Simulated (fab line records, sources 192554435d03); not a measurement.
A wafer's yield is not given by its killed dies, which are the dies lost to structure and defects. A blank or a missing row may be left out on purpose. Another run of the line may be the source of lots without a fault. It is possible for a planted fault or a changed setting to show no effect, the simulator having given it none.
Struck lot and sound lot, side by side -- flow n5 finfet -- 15 steps out of a route of 1938
Sound: the wafers L695.4, L695.5, L695.6. Struck: wafers L697.1, L697.4. (L697.5 of the same lot was not struck and is left out.) The cause comes at the end.
For every step that has rows: the tool of each side, followed by ch and its chambers, followed by its first start. Under that, the readings that differ: sound wafers -- struck wafers -- difference of the means -- sigmas: that difference in standard deviations of wafers without a fault.
alike: readings whose means differ by less than 2 such deviations, and words and numbers that are the same on both sides. not compared: withheld readings, readings that some wafer has no value for, bounds like >300 that may hide the same value, and numbers for which the record gives no deviation and whose values overlap.
The two part at a step that has a row with sigmas, a row that says differs or no value, or rows on one side only. Numbers that have no deviation but don't overlap get no sigmas and don't part them. A reading that every wafer of one side lacks parts them only if that side has two wafers or more.

first, 5 steps without rows for these wafers: N5_FIN_SAQP_EBR_12; N5_FIN_SAQP_SOFTBAKE_11 (time 60 s); N5_FIN_SAQP_EXPOSE_13 (exposes mask FIN CORE, target cd 35.6 nm); N5_FIN_SAQP_PEB_14 (peb time 60 s); N5_FIN_SAQP_DEVELOP_15 (develop time 30 s).
N5_FIN_SAQP_CD_MEAS_16: target cd 35.6 nm.
  sound on cd sem-03 ch 0, day 6 03:23; struck on cd sem-03 ch 0, day 6 16:41
  alike: cd nm
N5_FIN_SAQP_OVL_MEAS_17:
  sound on overlay-02 ch 0, day 6 03:25; struck on overlay-01 ch 0, day 6 16:43
  alike: FIN_CORE_OVL
N5_FIN_SAQP_INSPECT_18: inspects for defects (brightfield).
  struck on defect inspect-01, day 6 16:44; sound on defect inspect-02, day 6 03:27
  alike: raw defect count
N5_FIN_SAQP_DESCUM_21: chemistry O2, time 7.9 s.
  sound on rie diel-02 ch 0,1, day 6 03:46; struck on rie diel-02 ch 2,3, day 6 17:02
reading,sound,struck,difference,sigmas
rf vpp V (V),241.6 242.1 239.8,245.6 243.8,+3.5,+2
showerhead plenum p Torr (Torr),2.01 1.98 2.01,2.20 2.13,+0.17,+2
  alike: drypump motor current A, oes product au, throttle valve pct
  not compared: rf hours counter h
N5_FIN_SAQP_ETCH_51: etches SiARC in CF4, target depth 45.5 nm, time 75.8 s.
  sound on rie diel-02 ch 0,1, day 6 03:48; struck on rie diel-02 ch 2,3, day 6 17:04
reading,sound,struck,difference,sigmas
showerhead plenum p Torr (Torr),2.06 2.02 2.06,2.25 2.18,+0.17,+2
  alike: drypump motor current A, etch rf on time s, oes product au, rf vpp V, throttle valve pct
  not compared: rf hours counter h
N5_FIN_SAQP_ETCH_52: etches SOC in N2/H2, target depth 100 nm, overetch 20 nm, time 150 s.
  sound on rie diel-02 ch 0,1, day 6 03:51; struck on rie diel-02 ch 2,3, day 6 17:08
reading,sound,struck,difference,sigmas
rf vpp V (V),520.1 519.6 521.7,527.2 525.4,+5.8,+2
showerhead plenum p Torr (Torr),2.44 2.41 2.44,2.67 2.61,+0.21,+2
  alike: drypump motor current A, oes product au, throttle valve pct
  not compared: rf hours counter h
then, 1 step without rows for these wafers: N5_FIN_SAQP_STRIP_53 (strips in N2/H2).
N5_FIN_SAQP_HM_OPEN_73: chemistry CHF3/O2, target SiO2, stops on a-Si, target depth 12 nm, time 16.8 s.
  sound on rie diel-02 ch 0,1, day 6 03:58; struck on rie diel-02 ch 2,3, day 6 17:14
reading,sound,struck,difference,sigmas
showerhead plenum p Torr (Torr),2.32 2.28 2.32,2.54 2.46,+0.19,+2
model.SiARC_of_FIN_SAQP_COAT_50.thk nm (nm),4.842 4.963 4.971,10.37 11.94,+6.23,
  alike: drypump motor current A, oes_f_703_au, oes_o_777_au, oes product au, rf vpp V, throttle valve pct
  not compared: rf hours counter h
then, 1 step without rows for these wafers: N5_FIN_SAQP_STRIP_74 (strips in CHF3/O2).
-- the record jumps here: 8 days lie between the struck wafers' starts before and after (it left off in module FIN_SAQP and takes up again in module BEOL_M4, whose first step shown is number 1111 of the route) --
N5_BEOL_M4_RC_MEAS_101:
  sound on prober-01 ch 0, day 14 01:52; struck on prober-01 ch 0, day 14 08:52
  alike: DIBL_N, DIBL_P, IOFF_N, IOFF_P, ION_N, ION_P, SS_N, SS_P, VT_N, VT_P

== WHERE THEY PART ==
Earliest at N5_FIN_SAQP_DESCUM_21; latest, in this record, at N5_FIN_SAQP_HM_OPEN_73. Later steps at which nothing parts them and some readings are alike: N5_BEOL_M4_RC_MEAS_101.

WHY: what the simulator had put in
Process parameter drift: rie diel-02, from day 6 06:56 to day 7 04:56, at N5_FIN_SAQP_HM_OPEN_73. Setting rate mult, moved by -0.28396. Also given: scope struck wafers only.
